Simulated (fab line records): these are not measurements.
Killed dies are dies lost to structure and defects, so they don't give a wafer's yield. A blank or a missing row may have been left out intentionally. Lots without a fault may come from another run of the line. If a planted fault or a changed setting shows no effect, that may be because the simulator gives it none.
Split-lot experiment ; flow n5_finfet ; route with 1938 steps; 7 lots, 21 wafers read

## ABOUT THE SPLIT
At N5_HKMG_FIN_ETCH_55 (etches SOC in N2/H2, target depth 240 nm, time 300 s), the setting time_s was moved away from the recipe's 300 s on 8 of the 21 wafers read, by -21.2% to +21.6%. For the rest of the wafers, this setting stayed at what the recipe calls for.

Reading taken at the split's own step.

## THE READING
SiARC_of_HKMG_FIN_COAT_42.thk_nm (the simulator's own value, which no gauge read), in nm, at N5_HKMG_FIN_ETCH_55 (etches SOC in N2/H2, target depth 240 nm, time 300 s). The file does not state a usual value for it. The 13 wafers here that ran the recipe average 21.3 nm, standard deviation 0.51 nm.

wafer;tool, chamber at the split;time_s as run, s;against the recipe;SiARC_of_HKMG_FIN_COAT_42.thk_nm, nm;against lot-mates on the recipe
L074.1;rie_diel-04, 3;300;recipe;21;-
L074.3;rie_diel-04, 0;300;recipe;21;-
L074.6;rie_diel-04, 3;345.1;+15.0%;19.2;-1.8
L076.2;rie_diel-04, 1;300;recipe;20.6;-
L076.3;rie_diel-04, 3;236.3;-21.2%;24.4;+3.8
L076.4;rie_diel-04, 2;236.3;-21.2%;23.8;+3.2
L078.4;rie_diel-05, 1;300;recipe;21;-
L078.5;rie_diel-05, 2;300;recipe;21.6;-
L078.6;rie_diel-05, 3;300;recipe;21;-
L082.2;rie_diel-02, 2;332.3;+10.8%;20.4;-1.0
L082.4;rie_diel-02, 2;332.3;+10.8%;20.4;-1.0
L082.6;rie_diel-02, 1;300;recipe;21.4;-
L084.2;rie_diel-02, 2;300;recipe;22.2;-
L084.4;rie_diel-02, 2;300;recipe;22;-
L084.6;rie_diel-02, 1;300;recipe;21.6;-
L085.3;rie_diel-04, 0;300;recipe;20.8;-
L085.4;rie_diel-04, 3;280.2;-6.6%;22;+1.3
L085.5;rie_diel-04, 1;300;recipe;20.6;-
L093.1;rie_diel-05, 1;364.8;+21.6%;17.8;-4.0
L093.4;rie_diel-05, 2;300;recipe;21.8;-
L093.6;rie_diel-05, 0;364.8;+21.6%;18;-3.8

FIT RESULTS
A straight line over all 21 wafers: SiARC_of_HKMG_FIN_COAT_42.thk_nm changes by -0.137 nm for each +1% of time_s; r = -0.95; the points scatter about the line by 0.49 nm.
The same after taking each lot's own level away (the mean of its wafers on the recipe; 21 wafers): -0.161 nm for each +1%; r = -0.98; scatter 0.36 nm.
The reading moves by 3.5 nm for the largest change in time_s, on that fit.
Across the lots, their own levels run from 20.60 to 21.93 nm, a range of 2.6 times the standard deviation given above.
Thus the slope moves with the lot-to-lot level: the two fits are different.
Check: with one of the wafers moved furthest among these (+21.6%) left out of the fit, the line predicts -3.23 nm for it against its lot-mates. Against them it came out at -4 nm.

## ADDITIONAL SPLITS CARRIED BY THESE WAFERS
Note: prior to the reading, these wafers also went through further splits. Each is held against what the fit with the lots' levels taken away leaves over:
other split on the same wafers;wafers away from the commonest value;r with SiARC_of_HKMG_FIN_COAT_42.thk_nm (lot level and that fit taken away)
N5_SD_EPI_P_PEB_07 peb_time_s;5;+0.29
N5_HKMG_FIN_COAT_43 spin_rpm;5;-0.06

## THE WHOLE CHAIN: every reading that the file lists as answering this split, in the file's order
step;what it does;reading;change (the file's fit);r (the file's)
N5_HKMG_FIN_ETCH_55;etches SOC in N2/H2, target depth 240 nm, time 300 s;etch.depth_nm (the simulator's own value, which no gauge read);+2.69 nm for each +1% of the setting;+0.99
N5_HKMG_FIN_ETCH_55;etches SOC in N2/H2, target depth 240 nm, time 300 s;HKMG_FIN.feature_depth_nm (the simulator's own value, which no gauge read);+2.69 nm for each +1% of the setting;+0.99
N5_HKMG_FIN_ETCH_55;etches SOC in N2/H2, target depth 240 nm, time 300 s;SiARC_of_HKMG_FIN_COAT_42.thk_nm (the simulator's own value, which no gauge read);-0.157 nm for each +1% of the setting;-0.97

## THE FILE'S OWN FIT
SiARC_of_HKMG_FIN_COAT_42.thk_nm changes by -0.157 nm for each +1% of time_s, r = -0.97.
